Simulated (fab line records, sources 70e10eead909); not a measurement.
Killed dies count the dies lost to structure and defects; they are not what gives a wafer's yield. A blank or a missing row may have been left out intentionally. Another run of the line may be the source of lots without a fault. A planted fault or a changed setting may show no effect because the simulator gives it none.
fab line records	flow nand-harc
[record] lots = 12	wafers = 36	last-day = 25
route steps=1159 shown A_BONDPAD@1061 THIN_TSV@1124 END@1159
lots that met no fault: taken from a fault-free run of the same line
start-h: hours from the record's first day to the start of the lot's first wafer shown	wait-h: time in hours since the lot's previous step	" repeats the value in the row above	L1.1+2: a single row standing in for several wafers	- no value present, or no start provided	* or withheld: withheld	< > ~ a bound
route shown NAME@n: names a module that has steps shown in the file, with the first one's number in the route	usual: average and standard deviation across the fault-free wafers	same: alike in all rows	chamber/n: place in a boat	sites: the reading at each site	_std_site: their standard deviation	_edge_site: inner sites' mean taken away from outer sites' mean	radius-mm: how far each site lies from the wafer's centre	mask NAME#n: copy n	behind: the most recent tool/chamber to have shaped the wafer	hold: why the lot went on hold/how many hours it stayed there/how the hold came to an end	device: transistor that didn't switch, given as n, p or np	end of line: tests run on the same wafers once the route is complete	where a step has no rows: the recipe by itself	killed: the dies lost at the first sort to structure and to defects; this is not the yield of the wafer	map: per-die view of a wafer (x killed, . not killed, _ where there is no die)
set.NAME: the setting as run; set.NAME@STEP: as run at that earlier step	model.NAME: the simulator's own value behind a step, which no gauge read
a sample of lots followed through the steps of the route, with each step as a table and each wafer as a row
services: from which hour (start-h, from the record's first day; less than 0 if before it) a tool's chamber was out of use, for how many hours, and why
[[steps]]
[step NHARC_A_BONDPAD_THK_MEAS_30]
[recipe] thk-meas-gauge = ellipsometry
[usual] thk-nm = 200.0/1.5
lot.wafer	tool	chamber	start-h	wait-h	thk-nm
L212.2	film-metro-02	-	408.91	0.2	200.1
L212.4	"	-	"	"	201.8
L212.5	"	-	"	"	197.9
L216.1	film-metro-02	-	417.58	0.2	199.3
L216.4	"	-	"	"	200.1
L216.5	"	-	"	"	200.5
L215.1	film-metro-02	-	429.30	0.2	200.5
L215.3	"	-	"	"	200.4
L215.4	"	-	"	"	203.3
L217.2	film-metro-01	-	434.11	0.2	200.8
L217.5	"	-	"	"	202.5
L217.6	"	-	"	"	199.9
L221.1	film-metro-02	-	464.02	0.1	201.5
L221.3	"	-	"	"	200.7
L221.4	"	-	"	"	199.3
L220.3	film-metro-01	-	464.47	0.2	198.7
L220.4	"	-	"	"	201.0
L220.5	"	-	"	"	199.1
L224.2	film-metro-01	-	469.32	0.2	199.8
L224.4	"	-	"	"	201.4
L224.5	"	-	"	"	200.7
L226.3	film-metro-01	-	482.86	0.2	199.3
L226.5	"	-	"	"	200.4
L226.6	"	-	"	"	201.8
L227.1	film-metro-02	-	505.06	0.2	201.2
L227.4	"	-	"	"	199.9
L227.5	"	-	"	"	197.6
L230.1	film-metro-01	-	515.73	0.2	201.2
L230.3	"	-	"	"	199.6
L230.5	"	-	"	"	200.1
L232.1	film-metro-01	-	556.20	0.2	197.4
L232.3	"	-	"	"	201.0
L232.5	"	-	"	"	199.5
L233.2	film-metro-01	-	563.84	0.1	199.4
L233.4	"	-	"	"	202.5
L233.5	"	-	"	"	200.4
[step NHARC_A_BONDPAD_PRE_CLEAN_26]
[recipe] time-s = 30	temp-c = 280	gas = H2/He
[usual] heater-power-w = 426/45
lot.wafer	tool	chamber	start-h	wait-h	heater-power-w
L212.2	pvd-sputter-02	-	-	-	520
L212.4	"	-	"	"	381
L212.5	"	-	"	"	418
L216.4	pvd-sputter-01	-	-	-	374
L216.1	"	-	"	"	472
L216.5	"	-	"	"	416
L215.4	pvd-sputter-03	-	-	-	472
L215.1	"	-	"	"	486
L215.3	"	-	"	"	352
L217.2	pvd-sputter-01	-	-	-	418
L217.6	"	-	"	"	473
L217.5	"	-	"	"	404
L221.3	pvd-sputter-02	-	-	-	510
L221.1	"	-	"	"	422
L221.4	"	-	"	"	402
L220.4	pvd-sputter-01	-	-	-	487
L220.3	"	-	"	"	374
L220.5	"	-	"	"	476
L224.2	pvd-sputter-02	-	-	-	503
L224.4	"	-	"	"	398
L224.5	"	-	"	"	507
L226.3	pvd-sputter-01	-	-	-	378
L226.5	"	-	"	"	371
L226.6	"	-	"	"	488
L227.1	pvd-sputter-01	-	-	-	368
L227.4	"	-	"	"	414
L227.5	"	-	"	"	480
L230.1	pvd-sputter-03	-	-	-	462
L230.3	"	-	"	"	390
L230.5	"	-	"	"	473
L232.3	pvd-sputter-01	-	-	-	476
L232.1	"	-	"	"	404
L232.5	"	-	"	"	469
L233.2	pvd-sputter-01	-	-	-	450
L233.4	"	-	"	"	382
L233.5	"	-	"	"	432
[step NHARC_THIN_TSV_DEP_47]
[recipe] target-thk-a = 2000	temp-c = withheld	pressure-torr = 6.5	rf-w = 900	teos-flow-sccm = 161.4	flow-sccm = 2650	target-thk-nm = 200	gas = O2	material = SiO2
[usual] flow-sccm = 2649/7.3	mfc-precursor-sccm = 161.4/0.42	throttle-valve-pct = 16.0/0.61
lot.wafer	tool	chamber	start-h	wait-h	flow-sccm	mfc-precursor-sccm	throttle-valve-pct
L212.2	pecvd-01	2	434.16	-	2651	162.0	16.1
L212.5	"	0	"	"	2655	161.7	15.2
L212.4	"	2	"	"	2656	161.2	15.9
L216.1	pecvd-01	1	439.06	-	2645	161.2	16.0
L216.5	"	0	"	"	2662	161.4	15.2
L216.4	"	2	"	"	2643	160.7	16.2
L215.1	pecvd-01	2	450.53	-	2642	161.7	16.1
L215.3	"	0	"	"	2659	161.8	15.0
L215.4	"	1	"	"	2658	160.9	16.4
L217.2	pecvd-04	1	451.71	-	2637	160.6	16.5
L217.5	"	0	"	"	2655	161.2	16.5
L217.6	"	1	"	"	2644	162.1	16.8
L221.3	pecvd-01	0	481.83	-	2651	161.4	14.8
L221.1	"	1	"	"	2649	161.6	16.1
L221.4	"	1	"	"	2661	161.2	16.6
L220.3	pecvd-02	0	483.14	-	2645	161.1	16.4
L220.4	"	2	"	"	2660	161.2	15.7
L220.5	"	2	"	"	2650	161.4	15.6
L224.2	pecvd-01	0	490.58	-	2654	161.3	15.1
L224.4	"	0	"	"	2654	161.3	15.2
L224.5	"	1	"	"	2647	161.8	16.2
L226.3	pecvd-04	0	504.15	-	2645	162.7	16.7
L226.5	"	2	"	"	2643	161.2	15.8
L226.6	"	0	"	"	2639	161.5	16.3
L227.1	pecvd-04	2	521.83	-	2647	161.8	15.6
L227.4	"	0	"	"	2647	162.2	16.6
L227.5	"	1	"	"	2645	161.9	17.0
L230.1	pecvd-04	1	534.52	-	2665	161.8	17.0
L230.3	"	2	"	"	2647	161.0	15.9
L230.5	"	1	"	"	2657	162.1	17.0
L232.1	pecvd-02	1	573.73	-	2647	161.1	15.1
L232.3	"	2	"	"	2651	161.5	15.4
L232.5	"	0	"	"	2641	161.7	16.7
L233.2	pecvd-01	2	581.56	-	2650	161.0	16.3
L233.5	"	0	"	"	2641	161.4	15.4
L233.4	"	1	"	"	2666	161.6	16.6
[step NHARC_THIN_TSV_ETCH_36]
[recipe] target-depth-a = 650	over-etch-frac = 0.3	time-s = 18.571	ion-energy-ev = 150	chemistry = Cl2/BCl3
[usual] drypump-motor-current-A = 6.1/0.31	he-backside-leak-sccm = 3.5/0.39	oes-product-au = 0.997/0.01
lot.wafer	tool	chamber	start-h	wait-h	drypump-motor-current-A	he-backside-leak-sccm	oes-product-au	rf-hours-counter-h
L212.2	rie-metal-02	0	438.68	0.2	5.8	3.5	0.995	1.2
L212.4	"	0	"	"	5.8	3.6	1.000	-
L212.5	"	0	"	"	5.8	3.7	0.993	-
L216.1	rie-metal-01	1	443.50	0.2	6.4	3.3	0.993	3.9
L216.4	"	0	"	"	6.6	3.6	1.005	-
L216.5	"	1	"	"	6.4	3.3	0.979	-
L215.1	rie-metal-02	1	457.14	0.2	6.5	3.4	1.014	1.5
L215.3	"	1	"	"	6.4	3.4	1.010	-
L215.4	"	0	"	"	5.8	3.4	0.996	-
L217.2	rie-metal-02	1	458.51	0.2	6.4	3.5	1.017	1.8
L217.6	"	1	"	"	6.4	3.3	1.003	-
L217.5	"	0	"	"	5.8	3.7	0.992	-
L221.1	rie-metal-01	0	486.47	0.2	6.6	3.8	1.002	5.0
L221.4	"	1	"	"	6.4	3.1	0.991	-
L221.3	"	0	"	"	6.6	3.8	1.001	-
L220.3	rie-metal-03	0	488.03	0.1	5.8	3.4	0.996	-
L220.4	"	1	"	"	5.9	3.8	0.981	-
L220.5	"	0	"	"	5.8	4.1	0.997	-
L224.2	rie-metal-03	1	495.55	0.2	5.9	3.3	0.992	0.9
L224.4	"	0	"	"	5.8	3.8	0.987	-
L224.5	"	0	"	"	5.8	4.0	0.987	-
L226.3	rie-metal-02	0	508.92	0.1	5.8	3.6	0.997	-
L226.5	"	0	"	"	5.8	3.8	0.999	-
L226.6	"	1	"	"	6.4	3.3	1.014	-
L227.1	rie-metal-01	0	526.32	0.2	6.6	3.5	0.990	0.2
L227.4	"	1	"	"	6.4	3.1	1.009	-
L227.5	"	1	"	"	6.4	3.3	1.011	-
L230.1	rie-metal-03	1	539.22	0.2	5.9	3.8	0.995	2.1
L230.3	"	1	"	"	5.9	3.7	0.985	-
L230.5	"	1	"	"	5.9	3.6	0.991	-
L232.1	rie-metal-01	1	578.34	0.2	6.4	3.4	1.004	1.8
L232.3	"	1	"	"	6.4	3.4	1.019	-
L232.5	"	0	"	"	6.6	3.8	0.992	-
L233.2	rie-metal-02	0	586.12	0.2	5.8	3.5	0.998	0.4
L233.4	"	1	"	"	6.4	3.1	1.007	-
L233.5	"	0	"	"	5.8	3.7	0.992	-
[step NHARC_END_SORT_01]
[recipe] temp-c = 25
[usual] defect-limited-yield = 95.3/1.7	killed-at-array = 28/11	killed-at-other = 0.7/1.1	killed-at-periphery = 2.9/2	killed-dies = 32/11	killed-open = 3.2/1.8	killed-short = 2.0/1.4	sort_bin_2_pct = 1.5/0.67	sort_bin_3_pct = 0.28/0.24	sort_bin_4_pct = 2.9/1.1	sort-n-pass = 645/11	sort-rim-yield-pct = 95.7/2.6	sort-yield-pct = 95.3/1.7
[same] gross-dies = 677	sort_bin_5_pct[%] = 0	sort_bin_6_pct[%] = 0	sort_bin_7_pct[%] = 0	sort_bin_8_pct[%] = 0	sort-rim-n-gross = 106.00
lot.wafer	tool	chamber	start-h	wait-h	defect-limited-yield[%]	killed-at-array	killed-at-other	killed-at-periphery	killed-dies	killed-open	killed-short	sort_bin_2_pct[%]	sort_bin_3_pct[%]	sort_bin_4_pct[%]	sort-n-pass	sort-rim-yield-pct[%]	sort-yield-pct[%]
L227.1	prober-02	0	534.01	2.5	87.9	31	48	3	82	2	4	4.3	3.10	4.7	595	81.1	87.9
L227.4	prober-02	0	536.43	3.4	95.0	29	2	3	34	3	2	1.3	0.15	3.5	643	92.5	95.0
L227.5	prober-02	0	537.24	3.7	94.8	30	2	3	35	3	1	1.3	0	3.8	642	94.3	94.8
L230.1	prober-01	0	547.89	2.5	97.6	12	1	3	16	2	1	0.7	0	1.6	661	99.1	97.6
L230.3	prober-01	0	549.49	3.1	89.5	17	54	0	71	1	5	3.8	3.10	3.5	606	84.0	89.5
L230.5	prober-01	0	551.09	3.7	96.3	20	0	5	25	6	1	1.3	0	2.4	652	94.3	96.3
// killed by level:class
L227.1 THIN_TSV:unspecified=48 A_SLIT:chamber-film-flake=11 A_STAIRCASE:chamber-film-flake=7 A_CONTACT:chamber-film-flake=5 A_CHANNEL_HOLE_D1:chamber-film-flake=3 P_ZERO_WELL:chamber-film-flake=2 P_ZERO_WELL:geometric-particle:open=1 A_ONON_D1:geometric-particle:short=1
L227.4 A_SLIT:chamber-film-flake=16 A_CONTACT:geometric-particle:open=3 A_CONTACT:chamber-film-flake=3 P_ZERO_WELL:chamber-film-flake=2 A_CHANNEL_HOLE_D1:chamber-film-flake=2 A_STAIRCASE:chamber-film-flake=2 THIN_TSV:chamber-film-flake=2 A_ONON_D1:geometric-particle:short=1
L227.5 A_SLIT:chamber-film-flake=13 A_STAIRCASE:chamber-film-flake=7 A_CONTACT:chamber-film-flake=5 P_ZERO_WELL:chamber-film-flake=3 A_CHANNEL_HOLE_D1:chamber-film-flake=2 A_CHANNEL_FILL_D1:geometric-particle:open=1 A_CONTACT:geometric-particle:short=1 A_M0:geometric-particle:open=1
L230.1 A_CHANNEL_HOLE_D1:chamber-film-flake=4 A_STAIRCASE:chamber-film-flake=3 A_CONTACT:chamber-film-flake=2 P_M0:geometric-particle:open=1 A_WL_FILL:geometric-particle:short=1 A_CONTACT:geometric-particle:open=1 P_ZERO_WELL:chamber-film-flake=1 P_GATE:chamber-film-flake=1
L230.3 THIN_TSV:unspecified=52 A_WL_FILL:chamber-film-flake=4 A_CHANNEL_HOLE_D1:chamber-film-flake=2 A_CONTACT:chamber-film-flake=2 THIN_TSV:chamber-film-flake=2 A_SOURCE_PLATE:geometric-particle:open=1 A_ONON_D1:geometric-particle:short=1 A_CHANNEL_HOLE_D1:geometric-particle:short=1
L230.5 A_CHANNEL_HOLE_D1:chamber-film-flake=5 A_WL_FILL:chamber-film-flake=4 A_M0:chamber-film-flake=4 A_SOURCE_PLATE:geometric-particle:open=3 P_GATE:chamber-film-flake=2 A_CONTACT:chamber-film-flake=2 P_CONTACT:geometric-particle:open=1 P_M0:geometric-particle:open=1
[[services]]
tool	chamber	start-h	hours	kind
rie-metal-02	-	388.07	9.0	pm
pvd-sputter-02	-	395.57	10.0	pm
pecvd-01	-	418.00	13.0	pm
pecvd-01	0	418.00	13.0	vent-cycle
pvd-sputter-03	-	418.19	5.3	repair
pvd-sputter-03	-	431.64	1.4	repair
rie-metal-01	1	450.03	1.6	repair
rie-metal-03	-	453.00	9.0	pm
pecvd-01	1	457.64	9.6	repair
pvd-sputter-03	-	458.00	10.0	pm
rie-metal-02	0	462.85	13.4	repair
pecvd-02	1	481.86	5.7	repair
pecvd-01	1	499.41	4.8	repair
rie-metal-01	-	509.00	9.0	pm
pvd-sputter-01	-	514.05	10.0	pm
pecvd-02	-	515.00	13.0	pm
pecvd-02	2	546.55	1.9	repair
pvd-sputter-03	-	547.26	8.7	repair
pecvd-04	-	557.32	13.0	pm
rie-metal-02	-	565.07	9.0	pm
pvd-sputter-02	-	568.32	1.8	repair
pvd-sputter-02	-	573.57	10.0	pm
pecvd-04	0	577.13	5.2	repair
pecvd-04	1	581.93	2.9	repair
[[key]]
[first-sign] step = NHARC_END_SORT_01	reading = killed-at-other	direction = up	sigmas = 47	usual = 0.7	struck = 51
[effect] step = NHARC_END_SORT_01	reading = defect-limited-yield	direction = down	sigmas = 3.9	usual = 95.3	struck = 88.7
[more-kills-born-at] NHARC_THIN_TSV_DEP_47@pecvd-04 = 100
met-at NHARC_THIN_TSV_DEP_47
struck-lots L227,L230
struck-wafers L227.1,L230.3
not-acting-at NHARC_A_BONDPAD_THK_MEAS_30,NHARC_A_BONDPAD_PRE_CLEAN_26,NHARC_THIN_TSV_ETCH_36
onset-between 504.15 521.83
[fault] kind = chamber-particle-source	tool = pecvd-04	chamber = 2	onset-h = 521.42	steps = NHARC_THIN_TSV_DEP_47	rate-per-visit-cm2 = 1.5049	end-h = 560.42
